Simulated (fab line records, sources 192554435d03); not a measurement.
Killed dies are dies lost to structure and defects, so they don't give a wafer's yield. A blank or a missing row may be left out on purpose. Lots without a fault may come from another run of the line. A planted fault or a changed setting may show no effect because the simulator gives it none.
Chamber matching | flow n5_finfet | N5_BEOL_M12_ETCH_68 on rie_diel-04: 4 sister chambers
The step etches SOC in N2/H2, time 285 s. 8 wafers are shown with their chamber, then 10 later ones without.

WAFERS WITH THEIR CHAMBER
wafer  | chamber | showerhead_plenum_p_Torr (Torr) | drypump_motor_current_A (A)
L076.6 | 1       | 2.61                            | 5.8
L081.1 | 0       | 2.44                            | 5.9
L081.2 | 1       | 2.61                            | 5.9
L082.1 | 3       | 2.45                            | 5.1
L082.3 | 2       | 2.51                            | 6.0
L082.4 | 0       | 2.44                            | 6.0
L089.1 | 2       | 2.50                            | 6.0
L089.3 | 3       | 2.44                            | 5.1

WAFERS WITHOUT THEIR CHAMBER
wafer  | showerhead_plenum_p_Torr (Torr) | drypump_motor_current_A (A)
L089.6 | 2.44                            | 5.1
L091.3 | 2.50                            | 6.0
L091.4 | 2.43                            | 5.9
L091.6 | 2.60                            | 5.8
L092.2 | 2.50                            | 6.0
L092.3 | 2.44                            | 5.2
L092.5 | 2.50                            | 6.0
L095.1 | 2.50                            | 6.0
L095.2 | 2.60                            | 5.9
L095.3 | 2.43                            | 5.2

WHICH CHAMBER EACH WENT THROUGH
wafer  | from the rows above | in truth
L089.6 | 3                   | 3
L091.3 | 2                   | 2
L091.4 | 0                   | 0
L091.6 | 1                   | 1
L092.2 | 2                   | 2
L092.3 | 3                   | 3
L092.5 | 2                   | 2
L095.1 | 2                   | 2
L095.2 | 1                   | 1
L095.3 | 3                   | 3
Placed correctly: 10 of 10. Can't be placed from these rows: 0. Placed wrongly: 0.
How it was worked out, from the rows above alone: a wafer's distance from a chamber is the root of the sum, over the readings, of the square of ((its reading less the chamber's mean) divided by the reading's scatter). The wafer belongs to the nearest chamber; if the next one is less than 2 further off, it can't be placed. A chamber's mean is the mean of its shown wafers. The scatter: the root of (the sum of the squares of (reading less its chamber's mean) over the shown wafers, divided by (wafers less chambers)).
